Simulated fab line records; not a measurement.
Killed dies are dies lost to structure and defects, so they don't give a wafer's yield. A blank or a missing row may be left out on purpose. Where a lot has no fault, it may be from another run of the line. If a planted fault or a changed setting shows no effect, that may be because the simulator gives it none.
Which tool was responsible? | flow nandHarc | Sampling: 6 lots, 18 wafers, 5 of 1302 route steps

WHAT EACH GAUGE READ, for each wafer
NHARC_END_SORT_01.
lot  | measured     | on        | killedAtArray
L212 | day 29 02:09 | prober-02 | 62 55 167

WHAT TOOL EACH LOT RAN ON (gives the tool, then ch and the chambers of the sampled wafers, and finally the start)
lot  | NHARC_A_STAIRCASE_STRIP_446         | NHARC_A_BONDPAD_PRE_CLEAN_26           | NHARC_THIN_TSV_ANNEAL_52        | NHARC_THIN_TSV_CMP_21
L202 | plasmaAsher-01 ch 0,1, day 19 22:28 | pvdSputter-02, day 24 13:32 or earlier | rtpAnneal-02 ch 0, day 24 13:32 | cmp-03 ch 0,2,3, day 24 13:50
L207 | plasmaAsher-02 ch 0,1, day 21 06:24 | pvdSputter-03, day 26 06:39 or earlier | rtpAnneal-01 ch 0, day 26 06:39 | cmp-03 ch 1,2,3, day 26 07:04
L212 | plasmaAsher-02 ch 0,1, day 23 16:59 | pvdSputter-01, day 28 16:46 or earlier | rtpAnneal-01 ch 0, day 28 16:46 | cmp-04 ch 1,2,3, day 28 17:03
L218 | plasmaAsher-01 ch 0,1, day 26 08:48 | pvdSputter-01, day 31 08:11 or earlier | rtpAnneal-02 ch 0, day 31 08:11 | cmp-03 ch 0,1,3, day 31 08:34
L221 | plasmaAsher-02 ch 0,1, day 27 20:22 | pvdSputter-03, day 32 17:33 or earlier | rtpAnneal-01 ch 0, day 32 17:33 | cmp-04 ch 0,1,3, day 32 17:56
L222 | plasmaAsher-02 ch 0,1, day 28 04:13 | pvdSputter-01, day 32 20:49 or earlier | rtpAnneal-02 ch 0, day 32 20:49 | cmp-04 ch 1,2, day 32 21:06
- NHARC_A_STAIRCASE_STRIP_446: strips in O2.
- NHARC_A_BONDPAD_PRE_CLEAN_26: time 30 s.
- NHARC_THIN_TSV_ANNEAL_52: time 90 s.
- NHARC_THIN_TSV_CMP_21: polishes, t overpolish 30 s, target thk 2000 nm.

THE ANSWER, worked out from the rows above alone
Rule: the usual values come from the lots themselves. Put in order of their means at a reading, lots are off if they are a third of the lots or fewer, leave a main group of 4 or more, and stand apart from it by a gap of 3 or more times the standard deviation of the main group's means; of several such gaps the widest counts. Not used: any main group whose means are identical at the precision the tables above print for the reading. Also off: a lot with no number at a reading for which 4 or more lots have one. Where the step has rows for the other lots, those lots are counted as sound.
None of the lots is off at any reading shown; this tells nothing.

WHAT WAS PUT IN BY THE SIMULATOR
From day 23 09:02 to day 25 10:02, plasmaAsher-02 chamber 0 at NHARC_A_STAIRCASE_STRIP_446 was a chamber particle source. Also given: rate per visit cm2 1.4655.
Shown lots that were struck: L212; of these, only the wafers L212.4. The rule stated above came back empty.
